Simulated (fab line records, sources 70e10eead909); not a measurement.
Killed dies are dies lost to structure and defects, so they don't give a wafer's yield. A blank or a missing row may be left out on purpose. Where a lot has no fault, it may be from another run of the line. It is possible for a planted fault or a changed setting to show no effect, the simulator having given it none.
fab line records | flow nandHarc
record: lots: 14 | wafers: 42 | lastDay: 33
route steps=1302 shown A_BLC@1131 A_M0@1157
lots that met no fault: from a run of the same line without faults
startH: start of the lot's first displayed wafer, in hours after the record's first day | waitH: hours since the lot's step before | " repeats the value in the row above | L1.1+2: several wafers, shown together as one row | - either no value or no given start | * or withheld: withheld | < > ~ a bound
route shown NAME@n: names a module that has steps shown in the file, with the first one's number in the route | usual: mean and standard deviation over wafers with no fault | same: alike in all rows | chamber/n: place in a boat | sites: each site's reading | _std_site: their standard deviation | _edge_site: the outer-site mean with the inner-site mean subtracted | radiusMm: how far each site lies from the wafer's centre | mask NAME#n: copy n | behind: tool/chamber where the wafer was last shaped | hold: reason for holding the lot/hours on hold/outcome of the hold | device: names the non-switching transistor (n, p or np) | end of line: tests run on the same wafers once the route is complete | where a step has no rows: the recipe by itself | killed: at the first sort, the dies lost to defects and structure; wafer yield is something else | map: the dies of a wafer, with x for killed, . for not killed, _ for no die there
set.NAME: setting as actually run; set.NAME@STEP: the setting as run at that earlier step | model.NAME: the simulator's own value behind a step, which no gauge read
a sample of lots followed through the steps of the route, with each step as a table and each wafer as a row
services: from which hour (startH, from the record's first day; less than 0 if before it) a tool's chamber was out of use, for how many hours, and why
== steps ==
step: NHARC_A_BLC_ALD_23
recipe: targetThkA: 30 | pulseTimeS: 1 | aldCycles: 150 | tempC: 450 | material: TiN
usual: heaterPowerW: 1092/90 | precursorPulseHeightRel: 1.003/0.021
lot.wafer | tool        | chamber | startH | waitH | heaterPowerW | precursorPulseHeightRel
L806.4    | aldMetal-02 | 2       | 516.57 | -     | 1099         | 1.005
L806.3    | "           | 3       | "      | "     | 1178         | 1.004
L806.5    | "           | 0       | "      | "     | 1150         | 0.974
L808.4    | aldMetal-04 | 3       | 543.14 | -     | 1149         | 1.006
L808.1    | "           | 0       | "      | "     | 1198         | 1.001
L808.6    | "           | 0       | "      | "     | 1218         | 1.013
L809.1    | aldMetal-04 | 3       | 549.65 | -     | 1178         | 0.965
L809.5    | "           | 3       | "      | "     | 1150         | 0.998
L809.6    | "           | 0       | "      | "     | 1195         | 1.052
L807.4    | aldMetal-04 | 1       | 554.69 | -     | 1145         | 1.026
L807.1    | "           | 2       | "      | "     | 922          | 0.982
L807.2    | "           | 0       | "      | "     | 1171         | 1.025
L813.4    | aldMetal-02 | 0       | 601.81 | -     | 1137         | 0.963
L813.1    | "           | 1       | "      | "     | 1151         | 1.030
L813.2    | "           | 3       | "      | "     | 1179         | 1.012
L812.2    | aldMetal-04 | 2       | 605.63 | -     | 920          | 1.012
L812.3    | "           | 0       | "      | "     | 1224         | 1.007
L812.6    | "           | 3       | "      | "     | 1170         | 0.979
L814.3    | aldMetal-04 | 1       | 614.54 | -     | 1104         | 1.027
L814.6    | "           | 3       | "      | "     | 1141         | 1.002
L814.5    | "           | 0       | "      | "     | 1183         | 0.984
L817.3    | aldMetal-04 | 0       | 642.12 | -     | 1178         | 0.986
L817.5    | "           | 2       | "      | "     | 902          | 0.974
L817.6    | "           | 3       | "      | "     | 1166         | 1.060
L818.2    | aldMetal-04 | 2       | 647.64 | -     | 916          | 0.997
L818.1    | "           | 3       | "      | "     | 1173         | 0.961
L818.5    | "           | 2       | "      | "     | 912          | 1.039
L824.2    | aldMetal-03 | 2       | 716.24 | -     | 1114         | 0.991
L824.1    | "           | 3       | "      | "     | 1037         | 1.020
L824.6    | "           | 3       | "      | "     | 1072         | 0.997
L826.3    | aldMetal-02 | 3       | 721.89 | -     | 1148         | 0.990
L826.4    | "           | 0       | "      | "     | 1201         | 1.008
L826.2    | "           | 1       | "      | "     | 1069         | 1.007
L825.2    | aldMetal-04 | 2       | 723.54 | -     | 927          | 1.000
L825.3    | "           | 3       | "      | "     | 1082         | 1.030
L825.6    | "           | 0       | "      | "     | 1161         | 0.998
L827.1    | aldMetal-02 | 0       | 734.35 | -     | 1232         | 1.019
L827.3    | "           | 2       | "      | "     | 1124         | 0.992
L827.2    | "           | 3       | "      | "     | 1149         | 1.015
L828.1    | aldMetal-04 | 0       | 753.52 | -     | 1146         | 1.000
L828.6    | "           | 1       | "      | "     | 1102         | 0.977
L828.5    | "           | 2       | "      | "     | 935          | 1.005
step: NHARC_A_M0_PRE_CLEAN_29
recipe: timeS: 30 | tempC: 280 | gas: H2/He
usual: heaterPowerW: 431/33
lot.wafer | tool          | chamber | startH | waitH | heaterPowerW
L806.3    | pvdSputter-03 | -       | -      | -     | 417
L806.4    | "             | -       | "      | "     | 402
L806.5    | "             | -       | "      | "     | 445
L808.1    | pvdSputter-03 | -       | -      | -     | 416
L808.4    | "             | -       | "      | "     | 416
L808.6    | "             | -       | "      | "     | 406
L809.1    | pvdSputter-03 | -       | -      | -     | 417
L809.6    | "             | -       | "      | "     | 396
L809.5    | "             | -       | "      | "     | 403
L807.1    | pvdSputter-01 | -       | -      | -     | 473
L807.2    | "             | -       | "      | "     | 439
L807.4    | "             | -       | "      | "     | 409
L813.2    | pvdSputter-03 | -       | -      | -     | 413
L813.1    | "             | -       | "      | "     | 427
L813.4    | "             | -       | "      | "     | 448
L812.3    | pvdSputter-02 | -       | -      | -     | 371
L812.2    | "             | -       | "      | "     | 435
L812.6    | "             | -       | "      | "     | 420
L814.3    | pvdSputter-02 | -       | -      | -     | 442
L814.5    | "             | -       | "      | "     | 430
L814.6    | "             | -       | "      | "     | 369
L817.3    | pvdSputter-03 | -       | -      | -     | 414
L817.5    | "             | -       | "      | "     | 412
L817.6    | "             | -       | "      | "     | 450
L818.2    | pvdSputter-03 | -       | -      | -     | 442
L818.1    | "             | -       | "      | "     | 428
L818.5    | "             | -       | "      | "     | 411
L824.1    | pvdSputter-02 | -       | -      | -     | 367
L824.2    | "             | -       | "      | "     | 422
L824.6    | "             | -       | "      | "     | 452
L826.3    | pvdSputter-02 | -       | -      | -     | 420
L826.4    | "             | -       | "      | "     | 452
L826.2    | "             | -       | "      | "     | 391
L825.2    | pvdSputter-01 | -       | -      | -     | 507
L825.3    | "             | -       | "      | "     | 468
L825.6    | "             | -       | "      | "     | 474
L827.1    | pvdSputter-01 | -       | -      | -     | 462
L827.2    | "             | -       | "      | "     | 424
L827.3    | "             | -       | "      | "     | 464
L828.1    | pvdSputter-01 | -       | -      | -     | 500
L828.6    | "             | -       | "      | "     | 466
L828.5    | "             | -       | "      | "     | 423
step: NHARC_A_M0_PVD_20
recipe: targetThkA: 50 | biasV: 168.6 | powerW: 15000 | chamberPressurePa: 0.12 | timeS: 8.06 | substrateTempC: 50 | material: TaN
usual: chamberPressurePa: 0.11998/0.00026 | throttleValvePct: 29.9/1.1
lot.wafer | tool          | chamber | startH | waitH | chamberPressurePa | throttleValvePct
L806.3    | pvdSputter-03 | -       | -      | -     | 0.11977           | 28.4
L806.4    | "             | -       | "      | "     | 0.11982           | 29.8
L806.5    | "             | -       | "      | "     | 0.11994           | 31.2
L808.4    | pvdSputter-03 | -       | -      | -     | 0.11946           | 28.8
L808.1    | "             | -       | "      | "     | 0.11936           | 28.8
L808.6    | "             | -       | "      | "     | 0.11996           | 30.9
L809.1    | pvdSputter-03 | -       | -      | -     | 0.12059           | 29.1
L809.6    | "             | -       | "      | "     | 0.11976           | 30.2
L809.5    | "             | -       | "      | "     | 0.12032           | 28.9
L807.4    | pvdSputter-01 | -       | -      | -     | 0.11989           | 27.8
L807.2    | "             | -       | "      | "     | 0.11977           | 30.4
L807.1    | "             | -       | "      | "     | 0.11975           | 29.7
L813.2    | pvdSputter-03 | -       | -      | -     | 0.12009           | 28.7
L813.4    | "             | -       | "      | "     | 0.11992           | 28.9
L813.1    | "             | -       | "      | "     | 0.11986           | 30.9
L812.3    | pvdSputter-02 | -       | -      | -     | 0.11982           | 30.8
L812.2    | "             | -       | "      | "     | 0.12006           | 31.5
L812.6    | "             | -       | "      | "     | 0.11989           | 31.7
L814.3    | pvdSputter-02 | -       | -      | -     | 0.11998           | 28.9
L814.5    | "             | -       | "      | "     | 0.12006           | 29.0
L814.6    | "             | -       | "      | "     | 0.1202            | 31.8
L817.3    | pvdSputter-03 | -       | -      | -     | 0.12012           | 28.7
L817.5    | "             | -       | "      | "     | 0.12005           | 30.2
L817.6    | "             | -       | "      | "     | 0.12016           | 29.0
L818.1    | pvdSputter-03 | -       | -      | -     | 0.11997           | 31.1
L818.2    | "             | -       | "      | "     | 0.1202            | 30.1
L818.5    | "             | -       | "      | "     | 0.12007           | 30.9
L824.1    | pvdSputter-02 | -       | -      | -     | 0.11971           | 30.7
L824.2    | "             | -       | "      | "     | 0.12001           | 31.8
L824.6    | "             | -       | "      | "     | 0.11993           | 29.3
L826.4    | pvdSputter-02 | -       | -      | -     | 0.12001           | 32.0
L826.3    | "             | -       | "      | "     | 0.12009           | 29.4
L826.2    | "             | -       | "      | "     | 0.11936           | 30.7
L825.3    | pvdSputter-01 | -       | -      | -     | 0.11983           | 29.3
L825.2    | "             | -       | "      | "     | 0.11984           | 27.7
L825.6    | "             | -       | "      | "     | 0.12036           | 30.0
L827.1    | pvdSputter-01 | -       | -      | -     | 0.12005           | 27.9
L827.2    | "             | -       | "      | "     | 0.12041           | 29.6
L827.3    | "             | -       | "      | "     | 0.11986           | 29.8
L828.1    | pvdSputter-01 | -       | -      | -     | 0.12037           | 27.8
L828.6    | "             | -       | "      | "     | 0.12003           | 27.8
L828.5    | "             | -       | "      | "     | 0.12051           | 30.7
step: NHARC_A_M0_DEP_32
recipe: targetThkA: 300 | tempC: 370 | targetThkNm: 30 | pressureTorr: 3 | flowSccm: 200 | rfW: 450 | material: SiCN
usual: chamberPressureTorr: 3.001/0.0065 | heaterPowerOuterW: 358/65 | heaterPowerW: 627/88
lot.wafer | tool     | chamber | startH | waitH | chamberPressureTorr | heaterPowerOuterW | heaterPowerW
L806.3    | pecvd-03 | 2       | 521.49 | 0.1   | 2.997               | 299               | 506
L806.5    | "        | 0       | "      | "     | 2.988               | 285               | 561
L806.4    | "        | 2       | "      | "     | 3.008               | 300               | 514
L808.1    | pecvd-04 | 1       | 548.03 | 0.1   | 3.009               | 320               | 577
L808.6    | "        | 1       | "      | "     | 3.000               | 321               | 569
L808.4    | "        | 2       | "      | "     | 3.009               | 338               | 633
L809.1    | pecvd-01 | 2       | 555.08 | 0.1   | 3.001               | 203               | 463
L809.5    | "        | 0       | "      | "     | 2.997               | 433               | 672
L809.6    | "        | 2       | "      | "     | 3.006               | 199               | 447
L807.1    | pecvd-04 | 2       | 559.84 | 0.1   | 2.997               | 311               | 589
L807.2    | "        | 0       | "      | "     | 2.992               | 463               | 763
L807.4    | "        | 2       | "      | "     | 3.006               | 319               | 585
L813.1    | pecvd-03 | 0       | 606.64 | 0.1   | 3.004               | 301               | 602
L813.2    | "        | 1       | "      | "     | 3.006               | 337               | 541
L813.4    | "        | 1       | "      | "     | 3.002               | 324               | 559
L812.3    | pecvd-01 | 2       | 610.39 | 0.1   | 2.981               | 228               | 487
L812.2    | "        | 1       | "      | "     | 3.007               | 385               | 689
L812.6    | "        | 2       | "      | "     | 3.007               | 227               | 496
L814.3    | pecvd-04 | 2       | 619.38 | 0.1   | 2.999               | 363               | 663
L814.6    | "        | 1       | "      | "     | 2.999               | 352               | 594
L814.5    | "        | 0       | "      | "     | 3.012               | 475               | 786
L817.3    | pecvd-01 | 1       | 647.79 | 0.1   | 3.009               | 341               | 630
L817.6    | "        | 1       | "      | "     | 3.012               | 337               | 649
L817.5    | "        | 0       | "      | "     | 3.003               | 390               | 604
L818.2    | pecvd-03 | 0       | 652.54 | 0.1   | 2.992               | 319               | 606
L818.1    | "        | 1       | "      | "     | 3.000               | 392               | 622
L818.5    | "        | 2       | "      | "     | 3.007               | 322               | 555
L824.1    | pecvd-04 | 0       | 721.20 | 0.1   | -                   | -                 | -
L824.2    | "        | 1       | "      | "     | -                   | -                 | -
L824.6    | "        | 0       | "      | "     | -                   | -                 | -
L826.2    | pecvd-01 | 0       | 727.11 | 0.1   | 2.999               | 309               | 509
L826.3    | "        | 1       | "      | "     | 3.000               | 358               | 674
L826.4    | "        | 1       | "      | "     | 3.009               | 369               | 666
L825.2    | pecvd-04 | 2       | 728.27 | 0.1   | -                   | -                 | -
L825.3    | "        | 1       | "      | "     | -                   | -                 | -
L825.6    | "        | 1       | "      | "     | -                   | -                 | -
L827.2    | pecvd-04 | 0       | 739.54 | 0.1   | 2.995               | 494               | 842
L827.3    | "        | 1       | "      | "     | 2.995               | 331               | 619
L827.1    | "        | 2       | "      | "     | 3.005               | 306               | 572
L828.1    | pecvd-03 | 2       | 758.26 | 0.1   | 3.007               | 322               | 547
L828.6    | "        | 1       | "      | "     | 2.993               | 387               | 676
L828.5    | "        | 2       | "      | "     | 3.003               | 319               | 546
== services ==
tool          | chamber | startH | hours | kind
pvdSputter-03 | -       | 526.05 | 10.0  | pm
pecvd-03      | -       | 547.40 | 13.0  | pm
pvdSputter-01 | -       | 582.00 | 10.0  | pm
aldMetal-04   | 1       | 597.75 | 10.9  | repair
aldMetal-02   | -       | 610.00 | 10.0  | pm
pvdSputter-01 | -       | 615.47 | 4.1   | repair
pvdSputter-03 | -       | 615.99 | 1.2   | repair
aldMetal-02   | 1       | 625.65 | 27.6  | repair
pecvd-04      | -       | 631.40 | 13.0  | pm
pvdSputter-02 | -       | 638.00 | 10.0  | pm
aldMetal-04   | -       | 652.00 | 10.0  | pm
pvdSputter-03 | -       | 670.10 | 2.4   | repair
pecvd-01      | -       | 673.15 | 13.0  | pm
pvdSputter-01 | -       | 681.56 | 3.2   | repair
aldMetal-04   | -       | 692.06 | 2.1   | repair
aldMetal-04   | 1       | 698.83 | 38.1  | repair
pvdSputter-03 | -       | 704.05 | 10.0  | pm
pvdSputter-01 | -       | 706.84 | 2.3   | repair
pvdSputter-03 | -       | 724.80 | 2.7   | repair
pecvd-03      | -       | 728.40 | 13.0  | pm
pecvd-01      | 1       | 729.84 | 7.4   | repair
pvdSputter-01 | -       | 730.99 | 5.3   | repair
pecvd-03      | 1       | 742.76 | 5.0   | repair
pecvd-03      | 1       | 749.00 | 5.4   | repair
== key ==
firstSign: step: NHARC_A_M0_DEP_32 | reading: toolRecord | direction: missing
effect none on later readings
metAt NHARC_A_M0_DEP_32
struckLots L824,L825
sortLeftOut L824.1,L824.2,L824.6,L825.2,L825.3,L825.6
notActingAt NHARC_A_BLC_ALD_23,NHARC_A_M0_PRE_CLEAN_29,NHARC_A_M0_PVD_20
onsetBetween 619.38 721.20
fault: kind: skippedStepWhole | tool: pecvd-04 | chamber: - | onsetH: 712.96 | steps: NHARC_A_M0_DEP_32 | scope: struckLotsOnly
sortLeftOut: the simulated sort isn't trusted on such a fault, so these wafers' sort isn't shown, and their yield isn't known
